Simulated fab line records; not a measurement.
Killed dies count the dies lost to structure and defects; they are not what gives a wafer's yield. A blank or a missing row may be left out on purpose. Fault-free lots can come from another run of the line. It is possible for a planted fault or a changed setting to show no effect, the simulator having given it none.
Check of tool commonality    flow nandHarc    Sampled: 12 lots, 36 wafers

== REASON FOR OPENING ==
Flagged at NHARC_P_M1_CD_MEAS_09: reading cdNm, on 2 of 12 lots. Fault-free wafers read 130.3 nm, with a standard deviation of 0.84.
Rule: a lot is flagged in two cases, either no wafer of it has a number, or all its wafers with numbers fall more than 4 standard deviations from that mean. The other lots count as sound.

lot   measured      on        cdNm (nm), wafer by wafer  flag
L280  day 5 16:00   cdSem-01  129.7 129.7 128.8          
L283  day 6 13:52   cdSem-01  130.3 132.0 130.7          
L282  day 6 14:40   cdSem-01  130.6 130.5 131.6          
L285  day 7 00:37   cdSem-03  130.2 129.6 130.6          
L286  day 7 13:32   cdSem-02  130.7 129.7 130.1          
L287  day 7 16:00   cdSem-03  131.4 132.2 131.5          
L291  day 9 08:38   cdSem-03  130.5 130.0 130.3          
L295  day 10 05:58  cdSem-02  159.6 158.1 159.5          FLAGGED
L296  day 10 07:31  cdSem-02  129.8 128.4 129.6          
L298  day 10 09:59  cdSem-01  154.9 156.7 155.2          FLAGGED
L302  day 11 09:41  cdSem-01  129.5 129.5 130.6          
L303  day 11 12:47  cdSem-01  129.6 129.1 129.9          
The numbers of the flagged lots are 157.3 nm on average: +27.0 nm against the usual, or +32 standard deviations.

== WHICH TOOL EACH LOT WENT THROUGH ==
The record holds 3 process steps before the reading, out of a route of 1159 steps. Cell contents, in order: the tool; ch with the chambers the sampled wafers went through; the start.
lot   flag     NHARC_P_M0_ANNEAL_30             NHARC_P_M0_CMP_23              NHARC_P_M1_EXPOSE_06
L280           rtpAnneal-02 ch 0, day 5 13:47   cmp-03 ch 1,2,3, day 5 14:11   arfiScanner-02 ch 0, day 5 15:52
L283           rtpAnneal-01 ch 0, day 6 11:55   cmp-04 ch 0,1,2, day 6 12:11   arfiScanner-03 ch 0, day 6 13:44
L282           rtpAnneal-02 ch 0, day 6 12:32   cmp-01 ch 1,2,3, day 6 12:50   arfiScanner-02 ch 0, day 6 14:32
L285           rtpAnneal-02 ch 0, day 6 22:26   cmp-03 ch 0,1,2, day 6 22:44   arfiScanner-01 ch 0, day 7 00:28
L286           rtpAnneal-01 ch 0, day 7 11:22   cmp-01 ch 0,1,3, day 7 11:40   arfiScanner-01 ch 0, day 7 13:23
L287           rtpAnneal-02 ch 0, day 7 13:48   cmp-01 ch 1,2, day 7 14:08     arfiScanner-02 ch 0, day 7 15:52
L291           rtpAnneal-01 ch 0, day 9 06:32   cmp-03 ch 1,2,3, day 9 06:55   arfiScanner-01 ch 0, day 9 08:29
L295  FLAGGED  rtpAnneal-02 ch 0, day 10 03:45  cmp-01 ch 1,2,3, day 10 04:06  arfiScanner-02 ch 0, day 10 05:50
L296           rtpAnneal-02 ch 0, day 10 05:09  cmp-04 ch 0,1, day 10 05:28    arfiScanner-03 ch 0, day 10 07:22
L298  FLAGGED  rtpAnneal-01 ch 0, day 10 07:46  cmp-03 ch 0,2,3, day 10 08:07  arfiScanner-02 ch 0, day 10 09:51
L302           rtpAnneal-02 ch 0, day 11 07:31  cmp-01 ch 0,2,3, day 11 07:52  arfiScanner-01 ch 0, day 11 09:33
L303           rtpAnneal-02 ch 0, day 11 10:43  cmp-01 ch 0,1,3, day 11 11:04  arfiScanner-01 ch 0, day 11 12:38
What is done by these steps:
- NHARC_P_M0_ANNEAL_30: time 90 s.
- NHARC_P_M0_CMP_23: polishes, t overpolish 20 s, target thk 117.53 nm.
- NHARC_P_M1_EXPOSE_06: exposes mask P M1, target cd 130 nm.
- NHARC_P_M1_CD_MEAS_09: target cd 130 nm.

== FLAGGED OVER TOTAL, TOOL BY TOOL (the gauges that took the reading come last) ==
step                   tool            lots run  flagged  share of the flagged lots  sound lots run after its first flagged lot
NHARC_P_M0_ANNEAL_30   rtpAnneal-01    4         1        some                       0
NHARC_P_M0_ANNEAL_30   rtpAnneal-02    8         1        some                       3 (L296,L302,L303)
NHARC_P_M0_CMP_23      cmp-01          6         1        some                       2 (L302,L303)
NHARC_P_M0_CMP_23      cmp-03          4         1        some                       0
NHARC_P_M0_CMP_23      cmp-04          2         0        none                       -
NHARC_P_M1_EXPOSE_06   arfiScanner-01  5         0        none                       -
NHARC_P_M1_EXPOSE_06   arfiScanner-02  5         2        all                        0
NHARC_P_M1_EXPOSE_06   arfiScanner-03  2         0        none                       -
NHARC_P_M1_CD_MEAS_09  cdSem-01        6         1        some                       2 (L302,L303)
NHARC_P_M1_CD_MEAS_09  cdSem-02        3         1        some                       1 (L296)
NHARC_P_M1_CD_MEAS_09  cdSem-03        3         0        none                       -

== THE TABLE: WHAT IT ALLOWS ==
Rows of the table that ran each flagged lot: 1, that is arfiScanner-02 at NHARC_P_M1_EXPOSE_06.
- arfiScanner-02 at NHARC_P_M1_EXPOSE_06 ran 5 lots, 2 of them flagged. Last sound lot L287 at day 7 15:52, first flagged lot L295 at day 10 05:50; a fault beginning in between fits. Its own readings (exposureDoseMJCm2) fall more than 4 standard deviations out on all wafers of the flagged lots.
One tool is left: arfiScanner-02 at NHARC_P_M1_EXPOSE_06.

== WHAT THE SIMULATOR HAD INSERTED ==
Drift in process parameters on arfiScanner-02 at NHARC_P_M1_EXPOSE_06, starting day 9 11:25. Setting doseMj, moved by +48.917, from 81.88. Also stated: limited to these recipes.
Lots struck among those shown: L295, L298. The same result came from the rule above.
